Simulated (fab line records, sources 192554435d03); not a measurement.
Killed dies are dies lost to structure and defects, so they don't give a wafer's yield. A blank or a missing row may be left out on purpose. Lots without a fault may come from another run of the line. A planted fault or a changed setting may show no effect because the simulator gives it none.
Chamber matching | flow n5_finfet | N5_BEOL_M1_CO_CAP_55 on cvd_co-02: 3 sister chambers
The step material Co, precursor CCTBA/H2, target thk 2 nm, time 102.1 s. 14 wafers are shown with their chamber, then 7 later ones without.

WAFERS WITH THEIR CHAMBER
wafer  | chamber | heater_power_w (W)
L318.1 | 1       | 292
L318.3 | 2       | 247
L318.5 | 1       | 301
L322.4 | 0       | 210
L322.5 | 1       | 303
L322.6 | 2       | 244
L323.1 | 1       | 298
L323.2 | 0       | 208
L323.5 | 0       | 207
L330.1 | 0       | 212
L330.2 | 2       | 246
L330.6 | 1       | 305
L331.2 | 2       | 241
L331.3 | 1       | 297

SIGNATURES (means of the wafers above)
reading        | chamber 0 | chamber 1 | chamber 2 | scatter within a chamber
heater_power_w | 209.25    | 299.33    | 244.50    | 3.63
Rule: a wafer's distance from a chamber is the root of the sum, over the readings, of the square of ((its reading less the chamber's mean) divided by the reading's scatter). The wafer belongs to the nearest chamber; if the next one is less than 2 further off, it can't be placed. The scatter: the root of (the sum of the squares of (reading less its chamber's mean) over the shown wafers, divided by (wafers less chambers)).

WAFERS WITHOUT THEIR CHAMBER
wafer  | heater_power_w (W)
L331.5 | 207
L332.1 | 299
L332.2 | 207
L332.4 | 296
L333.1 | 243
L333.4 | 216
L333.6 | 242

WHICH CHAMBER EACH WENT THROUGH
wafer  | from the rows above | in truth
L331.5 | 0                   | 0
L332.1 | 1                   | 1
L332.2 | 0                   | 0
L332.4 | 1                   | 1
L333.1 | 2                   | 2
L333.4 | 0                   | 0
L333.6 | 2                   | 2
Placed correctly: 7 of 7. Can't be placed from these rows: 0. Placed wrongly: 0.
